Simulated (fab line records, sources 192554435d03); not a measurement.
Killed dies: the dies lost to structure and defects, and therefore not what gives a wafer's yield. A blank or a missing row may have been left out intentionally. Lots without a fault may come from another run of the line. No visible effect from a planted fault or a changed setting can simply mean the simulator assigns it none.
Problem report in the 8D (eight disciplines) form, filled by code	flow n5 finfet	the parts of the form that need people (team, actions taken, sign-off) are left out

## 1. WHAT IS WRONG
M2_OVL at N5_BEOL_M2_OVL_MEAS_12 reads a mean of 7.6 nm on 6 wafers of 2 lots; wafers without a fault read 0.4 nm with a standard deviation of 0.72. That puts it +10 standard deviations away from the usual mean.
First observed at day 11 20:48: wafer L261.1, on overlay-01. The record holds 27 wafers of 9 lots with a number at this step. By rule, "out" or "out of limits" means more than 4 standard deviations away from the usual mean. The rest of the wafers with a number are treated as sound.

## 2. WHAT IT IS, AND WHAT IT ISN'T
question	is	is not
which readings at this step	M2_OVL	-
which lots	L261, L262	L240, L242, L244, L245, L246, L248, L256
which wafers of those lots	all that have a number	-
read on which gauges	overlay-01	-
when	from day 11 20:48	up to then (21 sound wafers)

## 3. SUSPECTS, AND WHAT RULES EACH OUT
Counting: any tool at a process step up to the reading is kept as a suspect provided that every lot that is out went through it and no sound lot did after the first of them.
- the gauge at N5_BEOL_M2_OVL_MEAS_12: kept. All the wafers that are out were read on overlay-01, and no step on other tools shows them out.
- euv scanner-02 at N5_BEOL_M2_EXPOSE_08 (exposes mask M2): kept. It processed each lot that is out, first L261 at day 11 20:38, and no sound lot thereafter; up to then, the last sound lot it processed was L246 at day 8 07:05.
Remaining after the count are euv scanner-02 at N5_BEOL_M2_EXPOSE_08 and overlay-01 at N5_BEOL_M2_OVL_MEAS_12.

## 4. THE CAUSE (what the simulator had put in)
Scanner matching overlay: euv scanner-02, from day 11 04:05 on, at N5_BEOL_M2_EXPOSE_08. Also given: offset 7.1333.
This tool is one of the 2 suspects left after counting.

## 5. THE CHAIN OF EFFECTS, in route order
Rows list readings where the struck wafers' mean (over those with a number) sits beyond 3 standard deviations from the usual. Only readings for which the record gives a usual standard deviation are gone through. hours: the time from each lot's start at the first step in this table that gives one to its start at this step, as a median over the lots. sigmas: the change in usual standard deviations.
hours	step	reading	usual	on struck wafers	change	sigmas
0	N5_BEOL_M2_OVL_MEAS_12	M2_OVL	0.4 nm	7.6	+7.2	+10
At these later measuring or inspecting steps, every struck wafer for which the step has a row has a number for every such reading, and none has moved that far: N5_BEOL_M4_RC_MEAS_101.

## 6. WHAT WOULD HAVE CAUGHT IT SOONER
17 hours passed between the start of the fault at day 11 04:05 and the first reading out of limits at a measuring or inspecting step in this record, taken at day 11 20:48.
L262, from the lots that are out (2), started N5_BEOL_M2_EXPOSE_08 on euv scanner-02 later than day 11 20:48. A hold on the tool at that time would have spared it.
